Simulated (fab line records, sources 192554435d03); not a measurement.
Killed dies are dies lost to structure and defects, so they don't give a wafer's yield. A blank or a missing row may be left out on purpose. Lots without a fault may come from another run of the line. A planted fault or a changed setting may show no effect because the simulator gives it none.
fab line records | flow n5_finfet
record lots=10 wafers=28 last_day=18
route steps=1938 shown BEOL_M4@1111 BEOL_M15@1819 PASS1_CAP@1874 TV_LITHO@1884 PASSIVATION@1931
lots that met no fault: from a run of the same line without faults
start_h: hours from the record's first day to the start of the lot's first wafer shown | wait_h: hours since the lot's step before | " the same as in the row above | L1.1+2: a row that stands for several wafers | - no value, or no start given | * or withheld: withheld | < > ~ a bound
route shown NAME@n: a module of which the file shows steps, and the number in the route of the first | usual: mean/standard deviation of fault-free wafers | same: alike in all rows | chamber/n: place in a boat | sites: the reading at each site | _std_site: their standard deviation | _edge_site: outer sites' mean less inner sites' | radius_mm: how far each site lies from the wafer's centre | mask NAME#n: copy n | behind: the tool/chamber that last shaped the wafer | hold: why the lot was held/for how many hours/how that ended | device: the transistor (n, p or np) that didn't switch | end of line: the same wafers' tests at the end of the route | a step without rows: its recipe alone | killed: dies lost to structure and defects at the first sort, not the wafer's yield | map: a wafer's dies, x killed, . not, _ none there
set.NAME: the setting as run; set.NAME@STEP: as run at that earlier step | model.NAME: the simulator's own value behind a step, which no gauge read
steps of the route over a sample of lots; a table a step, a row a wafer
services: from which hour (start_h, from the record's first day; less than 0 if before it) a tool's chamber was out of use, for how many hours, and why
## steps
# step N5_BEOL_M4_RC_MEAS_101
# usual DIBL_N=36.2/1.6 DIBL_P=36.5/1.9 IOFF_N=0.158/0.027 IOFF_P=0.21/0.038 ION_N=675/12 ION_P=464/8.9 SS_N=71.5/0.61 SS_P=73.4/0.59 VT_N=250.4/3 VT_P=-250/3.6
# columns lot.wafer tool chamber start_h wait_h DIBL_N[mV/V] DIBL_P[mV/V] IOFF_N[nA/um] IOFF_P[nA/um] ION_N[uA/um] ION_P[uA/um] SS_N[mV/dec] SS_P[mV/dec] VT_N[mV] VT_P[mV]
L238.1 prober-01 0 164.40 0.0 37.7 38.5 0.175 0.26 683 474 72.3 74.0 251.0 -247
L238.3 " 0 " " 36.3 36.5 0.146 0.22 676 472 71.1 73.0 251.9 -250
L238.5 " 0 " " 38.5 39.0 0.194 0.27 683 468 72.0 74.1 247.4 -245
L240.2 prober-01 0 185.63 0.2 36.9 36.6 0.154 0.22 666 461 72.4 73.5 254.4 -251
L240.3 " 0 " " 38.4 37.3 0.171 0.22 669 461 71.9 74.1 251.4 -252
L240.6 " 0 " " 36.7 35.5 0.148 0.20 670 458 71.7 72.9 253.9 -252
L241.2 prober-02 0 186.05 0.2 34.7 34.0 0.134 0.16 658 450 70.6 72.6 253.2 -257
L241.3 " 0 " " 36.7 37.3 0.164 0.21 661 457 71.9 73.3 253.0 -250
L241.6 " 0 " " 35.4 35.1 0.147 0.17 650 446 71.8 72.7 254.2 -256
L243.1 prober-01 0 202.49 0.0 37.8 37.8 0.168 0.21 684 461 72.0 73.6 253.7 -250
L243.4 " 0 " " 38.4 38.4 0.180 0.22 689 461 71.5 74.4 249.0 -250
L243.5 " 0 " " 39.3 39.3 0.192 0.24 680 463 71.3 74.3 251.1 -253
L244.3 prober-01 0 211.01 0.3 34.9 34.8 0.129 0.20 673 465 71.5 73.4 255.7 -249
L256.2 prober-01 0 276.87 0.2 37.6 39.8 0.205 0.24 676 460 72.9 74.1 246.6 -249
L256.4 " 0 " " 35.3 38.0 0.153 0.21 669 462 71.9 74.0 252.0 -251
L256.6 " 0 " " 34.3 36.5 0.132 0.18 658 459 71.9 73.4 253.2 -253
L258.1 prober-02 0 302.58 0.0 35.7 35.7 0.158 0.18 677 459 71.2 72.7 248.8 -254
L258.3 " 0 " " 36.8 38.1 0.175 0.23 666 457 71.6 73.8 247.5 -250
L258.6 " 0 " " 35.6 36.5 0.165 0.20 677 468 71.4 72.8 248.2 -251
L257.3 prober-02 0 307.86 0.3 38.4 36.8 0.179 0.26 673 468 72.1 73.3 249.6 -247
L257.5 " 0 " " 37.6 36.5 0.163 0.25 666 467 72.0 74.1 249.4 -247
L257.6 " 0 " " 37.1 35.7 0.161 0.22 658 457 72.8 73.2 253.0 -247
L260.1 prober-01 0 313.01 0.0 38.4 38.9 0.223 0.30 690 478 73.0 74.6 246.9 -245
L260.3 " 0 " " 36.2 36.3 0.157 0.23 666 461 71.9 73.7 252.2 -248
L260.6 " 0 " " 36.0 35.3 0.158 0.21 675 461 71.6 72.9 252.8 -252
L259.1 prober-02 0 320.57 0.0 35.0 34.8 0.149 0.22 664 463 71.1 72.8 250.4 -248
L259.4 " 0 " " 34.2 34.5 0.141 0.22 686 482 70.4 73.0 249.9 -248
L259.5 " 0 " " 32.9 33.3 0.116 0.19 666 469 71.3 73.1 252.7 -251
# step N5_BEOL_M15_SPUTTER_43
# recipe material=TaN target_thk_a=150 temp_c=50 bias_v=168.6 power_w=15000 chamber_pressure_pa=0.12 time_s=24.19
# usual throttle_valve_pct=30.1/0.7
# columns lot.wafer tool chamber start_h wait_h throttle_valve_pct
L240.2 pvd_sputter-02 - 271.39 0.0 30.7
L240.3 " - " " 30.6
L240.6 " - " " 29.4
L238.1 pvd_sputter-03 - 272.03 0.0 29.7
L238.3 " - " " 30.9
L238.5 " - " " 28.8
L241.2 pvd_sputter-02 - 279.07 0.0 30.8
L241.3 " - " " 30.0
L241.6 " - " " 30.8
L243.1 pvd_sputter-01 - 298.80 0.0 30.6
L243.4 " - " " 29.5
L243.5 " - " " 30.7
L244.3 pvd_sputter-03 - 314.71 0.0 29.2
L256.2 pvd_sputter-02 - 371.13 0.0 30.7
L256.4 " - " " 30.2
L256.6 " - " " 30.8
L258.1 pvd_sputter-02 - 402.74 0.0 29.8
L258.3 " - " " 30.9
L258.6 " - " " 29.9
L257.3 pvd_sputter-02 - 406.54 0.0 30.8
L257.5 " - " " 29.8
L257.6 " - " " 30.8
L260.1 pvd_sputter-01 - 406.74 0.0 30.9
L260.3 " - " " 31.2
L260.6 " - " " 31.0
L259.1 pvd_sputter-01 - 419.23 0.0 29.3
L259.4 " - " " 30.6
L259.5 " - " " 29.3
# step N5_PASSIVATION_PECVD_01
# recipe material=SiNx target_thk_a=2000 temp_c=400 precursor=SiH4/NH3/N2 pressure_torr=4.9 rf_w=1406 time_s=43.2
# usual heater_power_w=369/82 showerhead_plenum_p_Torr=8.64/0.06 throttle_valve_pct=28.7/1.3
# columns lot.wafer tool chamber start_h wait_h heater_power_w showerhead_plenum_p_Torr since_wet_clean_h throttle_valve_pct
L238.1 pecvd-01 1 279.00 0.0 355 8.73 2070 27.9
L238.3 " 0 " " 333 8.66 1345 29.5
L238.5 " 2 " " 425 8.63 - 29.4
L240.2 pecvd-01 2 279.46 0.0 487 8.63 592 29.5
L240.3 " 1 " " 252 8.71 2071 27.7
L240.6 " 0 " " 389 8.65 - 29.1
L241.2 pecvd-03 2 292.02 0.0 320 8.69 423 26.9
L241.3 " 1 " " 410 8.60 1902 29.6
L241.6 " 2 " " 332 8.69 - 27.4
L243.1 pecvd-04 0 305.92 0.0 436 8.68 829 30.6
L243.4 " 1 " " 341 8.57 - 29.2
L243.5 " 0 " " 439 8.69 - 30.9
L244.3 pecvd-03 2 323.04 0.0 317 8.70 454 27.1
L256.2 pecvd-04 0 377.73 0.0 474 8.69 900 31.3
L256.4 " 0 " " 475 8.68 - 31.3
L256.6 " 1 " " 346 8.56 - 29.4
L258.1 pecvd-04 2 413.24 0.0 287 8.73 182 26.9
L258.3 " 0 " " 454 8.69 936 31.4
L258.6 " 2 " " 284 8.74 - 27.1
L257.3 pecvd-04 2 414.05 0.0 248 8.73 183 27.2
L257.5 " 0 " " 441 8.67 - 31.1
L257.6 " 1 " " 354 8.56 - 29.0
L260.1 pecvd-03 0 418.57 0.0 478 8.65 1304 28.7
L260.3 " 1 " " 318 8.59 - 29.2
L260.6 " 1 " " 331 8.58 - 29.2
L259.1 pecvd-04 2 429.00 0.0 300 8.72 198 27.2
L259.4 " 1 " " 333 8.59 - 29.5
L259.5 " 2 " " 170 8.73 - 27.1
# step N5_PASSIVATION_OVL_MEAS_60
# recipe points_per_wafer=44
# usual TV_OVL=-5/5.6
# same points_per_wafer=44
# columns lot.wafer tool chamber start_h wait_h TV_OVL[nm]
L238.1 overlay-01 0 279.54 0.0 -6
L238.3 " 0 " " -12
L238.5 " 0 " " -8
L240.2 overlay-02 0 280.18 0.0 -12
L240.3 " 0 " " 1
L240.6 " 0 " " -2
L241.2 overlay-02 0 298.36 0.0 4
L241.3 " 0 " " 2
L241.6 " 0 " " 1
L243.1 overlay-01 0 306.46 0.0 -13
L243.4 " 0 " " -9
L243.5 " 0 " " -7
L244.3 overlay-02 0 323.56 0.0 -4
L256.2 overlay-02 0 378.97 0.0 7
L256.4 " 0 " " 2
L256.6 " 0 " " 3
L258.1 overlay-02 0 416.46 0.0 -3
L258.3 " 0 " " -3
L258.6 " 0 " " -9
L257.3 overlay-02 0 416.62 0.0 -9
L257.5 " 0 " " -6
L257.6 " 0 " " -11
L260.1 overlay-01 0 422.49 0.0 -10
L260.3 " 0 " " -11
L260.6 " 0 " " -14
L259.1 overlay-02 0 431.49 0.0 -5
L259.4 " 0 " " -4
L259.5 " 0 " " -5
# step N5_PASSIVATION_STRIP_48
# recipe chemistry=O2 power_w=600 temp_c=60 pressure_mtorr=30 rf_frequency_hz=6e+07 bias_power_w=0 overash_fraction=0.5 o2_flow_sccm=225
# usual drypump_motor_current_A=5.7/0.41 oes_product_au=0.82/0.07 rf_vpp_V=3.6/2.5 showerhead_plenum_p_Torr=2.10/0.071 throttle_valve_pct=16.48/0.2
# columns lot.wafer tool chamber start_h wait_h drypump_motor_current_A oes_product_au rf_hours_counter_h rf_vpp_V showerhead_plenum_p_Torr throttle_valve_pct
L238.1 rie_diel-04 0 284.59 0.1 5.2 0.85 34 2.2 2.04 16.02
L238.3 " 2 " " 5.7 0.93 19 0.8 2.03 16.30
L238.5 " 3 " " 6.6 0.70 - 3.1 2.16 16.76
L240.2 rie_diel-05 0 285.17 0.1 5.8 0.84 65 4.6 2.03 16.49
L240.3 " 2 " " 6.6 0.94 18 7.7 2.14 16.58
L240.6 " 3 " " 5.2 0.87 - 1.1 2.20 16.53
L241.2 rie_diel-02 0 302.54 0.1 5.8 0.70 231 3.3 1.98 16.75
L241.3 " 2 " " 6.2 0.80 117 7.2 2.20 16.52
L241.6 " 2 " " 6.2 0.78 - 3.0 2.20 16.61
L243.1 rie_diel-02 2 312.04 0.1 6.2 0.78 121 3.8 2.20 16.55
L243.4 " 0 " " 5.8 0.68 234 3.3 1.98 16.68
L243.5 " 3 " " 5.8 0.79 - 0.1 2.12 16.32
L244.3 rie_diel-02 2 328.38 0.1 6.2 0.74 127 1.5 2.19 16.56
L256.2 rie_diel-05 2 383.24 0.1 6.5 0.90 48 8.0 2.13 16.69
L256.4 " 1 " " 5.6 0.78 115 7.2 2.02 16.76
L256.6 " 3 " " 5.2 0.79 - 2.8 2.20 16.57
L258.1 rie_diel-02 3 420.30 0.1 5.8 0.78 98 0.7 2.11 16.38
L258.3 " 0 " " 5.8 0.95 13 0.7 2.23 16.30
L258.6 " 3 " " 5.7 0.80 - 1.6 2.11 16.40
L257.3 rie_diel-04 0 421.05 0.1 5.3 0.79 85 4.4 2.02 16.17
L257.5 " 0 " " 5.2 0.84 - 5.2 2.02 16.15
L257.6 " 1 " " 5.3 0.75 - 2.6 2.11 16.62
L260.1 rie_diel-05 2 427.04 0.1 6.5 0.86 63 0.2 2.13 16.64
L260.3 " 3 " " 5.2 0.80 114 4.8 2.19 16.63
L260.6 " 0 " " 5.8 0.79 - 3.2 2.01 16.65
L259.1 rie_diel-05 3 435.75 0.1 5.2 0.78 118 3.2 2.19 16.66
L259.4 " 1 " " 5.6 0.74 133 5.2 2.01 16.69
L259.5 " 3 " " 5.2 0.79 - 2.7 2.19 16.54
# step N5_PASSIVATION_PROBE_49
# usual defect_limited_yield=91.3/1.7 killed_at_M0_to_M3=33/11 killed_at_M4_up=14/5.5 killed_at_contacts=13/6.5 killed_at_front_end=39/13 killed_at_other=3.4/2.9 killed_dies=103/20 killed_open=69/15 killed_short=32/8.1 sort_bin_5_function=5.1/1.1 sort_bin_6_memory=3.3/0.74 sort_bin_8_speed=0.00/0.014 sort_n_pass=1077/20 sort_yield_pct=91.3/1.7
# same gross_dies=1180 killed_at_back_side=0 sort_bin_4_leakage[%]=0
# columns lot.wafer tool chamber start_h wait_h defect_limited_yield[%] killed_at_M0_to_M3 killed_at_M4_up killed_at_contacts killed_at_front_end killed_at_other killed_dies killed_open killed_short sort_bin_5_function[%] sort_bin_6_memory[%] sort_bin_8_speed[%] sort_n_pass sort_yield_pct[%]
L244.3 prober-01 - 331.01 0.1 65.8 30 17 6 36 315 404 62 37 31.0 2.8 0 776 65.8
# killed by level:class
L244.3 PASS1_CAP:area_pecvd=305 FIN_SAQP:geometric_particle:open=8 BEOL_M4:geometric_particle:open=8 BEOL_M3:geometric_particle:open=7 GATE_CUT:geometric_particle:open=6 FIN_SAQP:geometric_particle:short=5 GATE_CUT:geometric_particle:short=5 MOL_CONTACT_COAG:geometric_particle:open=5
## services
# columns tool chamber start_h hours kind
pecvd-04 - 265.39 0.2 repair
pecvd-01 - 268.67 0.6 repair
pecvd-04 - 284.97 2.8 pm
pecvd-03 0 296.46 5.5 scheduled_down
rie_diel-04 3 302.35 11.0 repair
rie_diel-05 - 312.36 2.8 pm
pvd_sputter-01 - 336.32 11.7 repair
rie_diel-04 - 337.78 6.8 repair
pecvd-03 1 339.16 4.0 repair
rie_diel-02 - 344.64 0.3 repair
rie_diel-05 3 351.58 8.8 repair
rie_diel-02 0 354.63 - clean
rie_diel-02 0 354.63 - consumable_replace:focus_ring
rie_diel-02 0 354.63 - consumable_replace:showerhead
rie_diel-02 0 354.63 22.2 scheduled_down
rie_diel-02 0 354.63 22.2 vent_cycle
pvd_sputter-02 - 357.05 3.6 repair
rie_diel-05 2 364.74 10.6 repair
pecvd-04 2 366.19 5.5 scheduled_down
pvd_sputter-03 - 367.80 5.5 repair
rie_diel-04 - 406.79 0.3 repair
pvd_sputter-03 - 412.75 5.3 repair
pecvd-04 0 415.49 - clean
pvd_sputter-02 - 424.66 1.6 repair
## key
first_sign step=N5_PASSIVATION_PROBE_49 reading=killed_at_other direction=up sigmas=99+ usual=3.4 struck=315
effect step=N5_PASSIVATION_PROBE_49 reading=sort_bin_5_function direction=up sigmas=24 usual=5.1 struck=31.0
more_kills_born_at N5_PASSIVATION_PECVD_01@pecvd-03=305
met_at N5_PASSIVATION_PECVD_01
struck_lots L244
struck_wafers L244.3
not_acting_at N5_BEOL_M15_SPUTTER_43,N5_PASSIVATION_OVL_MEAS_60,N5_PASSIVATION_STRIP_48
onset_between 292.02 323.04
earlier_fault kind=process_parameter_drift tool=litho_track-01 chamber=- onset_h=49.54 steps=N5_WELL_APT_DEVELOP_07 channel=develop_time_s offset=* shape=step acts_in=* stated=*
fault kind=process_parameter_drift tool=pecvd-03 chamber=2 onset_h=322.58 steps=N5_PASSIVATION_PECVD_01 channel=time_s offset=* shape=step acts_in=* stated=*
